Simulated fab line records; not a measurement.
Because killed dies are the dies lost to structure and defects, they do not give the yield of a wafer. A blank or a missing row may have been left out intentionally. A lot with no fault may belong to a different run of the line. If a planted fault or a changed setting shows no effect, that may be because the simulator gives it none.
Chamber matching + flow n5Finfet + N5_HKMG_FIN_ALD_91 on aldMetal-02 has 4 sister chambers
The step deposits TiN, target thk 1 nm, pulse time 1 s, purge time 3 s. 4 wafers are shown with their chamber, then 7 later ones without.

## WAFERS WITH THEIR CHAMBER
| wafer  | chamber | heaterPowerW (W) |
|--------|---------|------------------|
| L079.5 | 1       | 909              |
| L082.5 | 2       | 984              |
| L083.1 | 3       | 941              |
| L083.4 | 0       | 1021             |

## WAFERS WITH NO CHAMBER GIVEN
| wafer  | heaterPowerW (W) |
|--------|------------------|
| L083.6 | 1027             |
| L084.2 | 1047             |
| L084.3 | 956              |
| L084.5 | 903              |
| L089.3 | 987              |
| L089.4 | 970              |
| L089.6 | 934              |

## WHICH CHAMBER EACH ONE RAN IN
| wafer  | from the rows above     | in truth |
|--------|-------------------------|----------|
| L083.6 | 0                       | 0        |
| L084.2 | 0                       | 0        |
| L084.3 | can't be placed: 3 or 2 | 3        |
| L084.5 | 1                       | 1        |
| L089.3 | 2                       | 2        |
| L089.4 | can't be placed: 2 or 3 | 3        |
| L089.6 | can't be placed: 3 or 1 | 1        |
Correct placement for 4 of the 7. Not placeable from these rows: 3 (in 3, the candidates include the true chamber). 0 placed wrongly.
How it was worked out, from the rows above alone: a wafer's distance from a chamber is the root of the sum, over the readings, of the square of ((its reading less the chamber's mean) divided by the reading's scatter). The wafer belongs to the nearest chamber; if the next one is less than 2 further off, it can't be placed. For every chamber, the mean is computed from those of its wafers that are shown. The scatter (one wafer shown for each chamber): square how far every hidden wafer sits from the nearest shown wafer, average those squares and take the square root.
